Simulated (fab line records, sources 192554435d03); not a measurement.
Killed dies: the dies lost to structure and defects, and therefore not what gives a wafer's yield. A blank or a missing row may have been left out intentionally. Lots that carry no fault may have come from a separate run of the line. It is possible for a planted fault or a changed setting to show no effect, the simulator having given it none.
A struck lot beside a sound one / flow n5Finfet / 37 out of 1938 route steps
Sound: these wafers, L852.2, L852.5, L852.6. Struck: wafer L870.4 (L870.3, L870.6, from the same lot, were not struck and are left out); the cause is given at the end.
Each step with rows lists, per side, the tool, then ch with its chambers, then its first start. Under that, the readings that differ: sound wafers / struck wafers / difference of the means / sigmas: that difference in standard deviations of wafers without a fault.
alike: readings whose means differ by less than 2 such deviations, and words and numbers that are the same on both sides. not compared: withheld readings, readings that some wafer has no value for, bounds like >300 that may hide the same value, and numbers for which the record gives no deviation and whose values overlap.
The two part at a step that has a row with sigmas, a row that says differs or no value, or rows on one side only. Numbers that don't overlap but have no deviation are shown without sigmas and don't part them. A reading that every wafer of one side lacks parts them only if that side has two wafers or more.

first, 8 steps without rows for these wafers: N5_BEOL_M3_ECD_50 (material Cu, target thk 300 nm); N5_BEOL_M3_ANNEAL_51 (time 90 s); N5_BEOL_M3_CMP_52 (polishes, stops on SiOC, t overpolish 6.8 s, target thk 40 nm); N5_BEOL_M3_PRE_CLEAN_60 (time 15 s); N5_BEOL_M3_CO_CAP_55 (material Co, precursor CCTBA/H2, target thk 2 nm, time 102.1 s); N5_BEOL_M3_PRE_CLEAN_56 (time 15 s); N5_BEOL_M3_DEP_57 (deposits SiCN from 3MS/NH3, target thk 8 nm, time 14 s); N5_BEOL_M4_ILD_DEP_00 (deposits SiOC from DEMS/O2, target thk 79 nm, time 15.3 s).
N5_BEOL_M4_PECVD_72: deposits SiO2 from TEOS/O2, target thk 16 nm, time 18 s.
  sound on pecvd-02 ch 0,1,2, day 8 23:35; struck on pecvd-02 ch 0, day 13 18:22
reading=model.SiO2_of_BEOL_M4_PECVD_72.thkNm (nm); sound=16.2 16.2 16.2; struck=22.6; difference=+6.4; sigmas=
  alike: heaterPowerOuterW, heaterPowerW, showerheadPlenumPTorr, throttleValvePct
then, 25 steps without rows for these wafers: N5_BEOL_M4_HM_DEP_02 (deposits TiN, target thk 20 nm); N5_BEOL_M4_COAT_61 (time 60 s, resist thk 60 nm); N5_BEOL_M4_COAT_62 (time 60 s, resist thk 12 nm); N5_BEOL_M4_COAT_73 (time 60 s, resist thk 5 nm); N5_BEOL_M4_COAT_05 (resist thk 30 nm); N5_BEOL_M4_EBR_07; N5_BEOL_M4_SOFTBAKE_06 (time 60 s); N5_BEOL_M4_EXPOSE_08 (exposes mask M4); N5_BEOL_M4_PEB_09 (peb time 60 s); N5_BEOL_M4_DEVELOP_10 (develop time 30 s); N5_BEOL_M4_DESCUM_16 (chemistry O2, time 7 s); N5_BEOL_M4_ETCH_74 (etches underlayer in N2/H2, target depth 6.5 nm, time 5.2 s); N5_BEOL_M4_ETCH_63 (etches SiARC in CF4, target depth 15.6 nm, time 26 s); N5_BEOL_M4_ETCH_64 (etches SOC in N2/H2, target depth 75 nm, overetch 22.5 nm, time 121.9 s); N5_BEOL_M4_STRIP_65 (strips in N2/H2); N5_BEOL_M4_STRIP_75 (strips in N2/H2); N5_BEOL_M4_STRIP_66 (strips in CF4); N5_BEOL_M4_HM_OPEN_17 (chemistry Cl2/BCl3, target TiN, target depth 20 nm, overetch 6 nm); N5_BEOL_M4_STRIP_19 (strips in O2); N5_BEOL_M4_COAT_67 (time 60 s, resist thk 60 nm); N5_BEOL_M4_COAT_68 (time 60 s, resist thk 12 nm); N5_BEOL_M4_COAT_76 (time 60 s, resist thk 5 nm); N5_BEOL_M4_COAT_22 (resist thk 30 nm); N5_BEOL_M4_EBR_24; N5_BEOL_M4_SOFTBAKE_23 (time 60 s).
N5_BEOL_M4_HM_STRIP_39: strips TiN in peroxide tin strip, target depth 25 nm, time 158 s.
  sound on wetBench-02 ch 0,2,5, day 9 06:29; struck on wetBench-02 ch 0, day 14 03:34
reading=model.SiO2_of_BEOL_M4_PECVD_72.thkNm (nm); sound=16 16 16; struck=22.4; difference=+6.4; sigmas=
N5_BEOL_M4_CMP_52: polishes, stops on SiOC, t overpolish 6.8 s, target thk 40 nm.
  sound on cmp-04 ch 2,3, day 9 10:13; struck on cmp-04 ch 3, day 14 07:09
reading=barrierFieldEndpointS (s); sound=25.2 25.0 25.0; struck=32.3; difference=+7.2; sigmas=+12
  alike: motorCurrentA
N5_BEOL_M4_RC_MEAS_101:
  sound on prober-02 ch 0, day 9 11:02; struck on prober-02 ch 0, day 14 08:02
  alike: DIBL_N, DIBL_P, IOFF_N, IOFF_P, ION_N, ION_P, SS_N, SS_P, VT_N, VT_P

== WHERE THEY PART ==
N5_BEOL_M4_CMP_52 only, going by this record. Later steps at which nothing parts them and some readings are alike: N5_BEOL_M4_RC_MEAS_101.

WHY: what had been put in by the simulator
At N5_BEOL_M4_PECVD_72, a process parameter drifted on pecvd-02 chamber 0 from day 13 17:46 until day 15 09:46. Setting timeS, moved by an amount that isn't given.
